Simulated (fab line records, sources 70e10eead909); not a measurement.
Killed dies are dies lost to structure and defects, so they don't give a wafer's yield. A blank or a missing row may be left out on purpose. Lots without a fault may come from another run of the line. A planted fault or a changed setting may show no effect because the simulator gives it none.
A struck lot beside a sound one | flow nand_harc | 17 steps out of a route of 1302
Sound: wafers L872.2, L872.3, L872.5. Struck: wafers L886.1, L886.3, L886.6. The cause comes at the end.
At each step with rows: each side's tool, then ch and its chambers, then its first start. Under that, the readings that differ: sound wafers | struck wafers | difference of the means | sigmas: that difference in standard deviations of wafers without a fault.
alike: readings whose means differ by less than 2 such deviations, and words and numbers that are the same on both sides. not compared: withheld readings, readings that some wafer has no value for, bounds like >300 that may hide the same value, and numbers for which the record gives no deviation and whose values overlap.
The two part at a step that has a row with sigmas, a row that says differs or no value, or rows on one side only. Numbers that don't overlap but have no deviation are shown without sigmas and don't part them. A reading that every wafer of one side lacks parts them only if that side has two wafers or more.

NHARC_A_WL_FILL_INSPECT_15:
  sound on defect_inspect-01, day 23 12:48; struck on defect_inspect-02, day 29 11:28
  alike: raw_defect_count
NHARC_A_CONTACT_DEP_24: deposits SiO2, target thk 500 nm.
  sound on pecvd-02 ch 0,1, day 23 12:52; struck on pecvd-03 ch 0,1,2, day 29 11:35
  alike: chamber_pressure_Torr, flow_sccm, heater_power_w, throttle_valve_pct
NHARC_A_CONTACT_DEP_28: deposits aC, target thk 7000 nm.
  sound on acl_dep-02 ch 0, day 23 14:11; struck on acl_dep-01 ch 0, day 29 16:56
  alike: throttle_valve_pct
NHARC_A_CONTACT_DEP_29: deposits SiON, target thk 100 nm.
  sound on pecvd-01 ch 1,2, day 23 17:47; struck on pecvd-01 ch 1,2, day 29 21:16
  alike: chamber_pressure_Torr, heater_power_w
then, 7 steps without rows for these wafers: NHARC_A_CONTACT_DEHYDRATE_32 (time 120 s); NHARC_A_CONTACT_HMDS_33 (time 30 s); NHARC_A_CONTACT_COAT_34 (time 75 s); NHARC_A_CONTACT_COAT_35 (time 65 s); NHARC_A_CONTACT_COAT_36 (resist thk 90 nm); NHARC_A_CONTACT_SOFTBAKE_37 (time 55 s); NHARC_A_CONTACT_EBR_38.
NHARC_A_CONTACT_EXPOSE_39: exposes mask A CC 3.
  sound on arfi_scanner-02 ch 0, day 23 18:22; struck on arfi_scanner-03 ch 0, day 29 21:49
  reading              | sound             | struck            | difference | sigmas
  exposure_dose_mJ_cm2 | 58.78 58.86 58.70 | 79.55 79.66 79.57 | +20.81     | +99 or more
  alike: mask
then, 2 steps without rows for these wafers: NHARC_A_CONTACT_PEB_40 (peb time 65 s); NHARC_A_CONTACT_DEVELOP_41 (develop time 35 s).
NHARC_A_CONTACT_CD_MEAS_42: target cd 300 nm.
  sound on cd_sem-01 ch 0, day 23 18:30; struck on cd_sem-01 ch 0, day 29 21:57
  reading    | sound             | struck            | difference | sigmas
  cd_nm (nm) | 299.8 299.7 299.7 | 316.9 317.4 317.4 | +17.5      | +39
NHARC_A_CONTACT_OVL_MEAS_43:
  sound on overlay-01, day 23 18:35; struck on overlay-02, day 29 22:02
  alike: overlay_x_nm, overlay_y_nm
NHARC_END_SORT_01:
  the record has rows for the sound wafers here (prober-01 ch 0, day 26 16:57) and none for the struck ones

WHERE THEY PART
First at NHARC_A_CONTACT_EXPOSE_39; last, within this record, at NHARC_END_SORT_01.

WHY: what the simulator had put in
Process parameter drift: arfi_scanner-03, from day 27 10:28 on, at NHARC_A_CONTACT_EXPOSE_39. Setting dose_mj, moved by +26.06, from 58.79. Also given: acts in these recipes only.
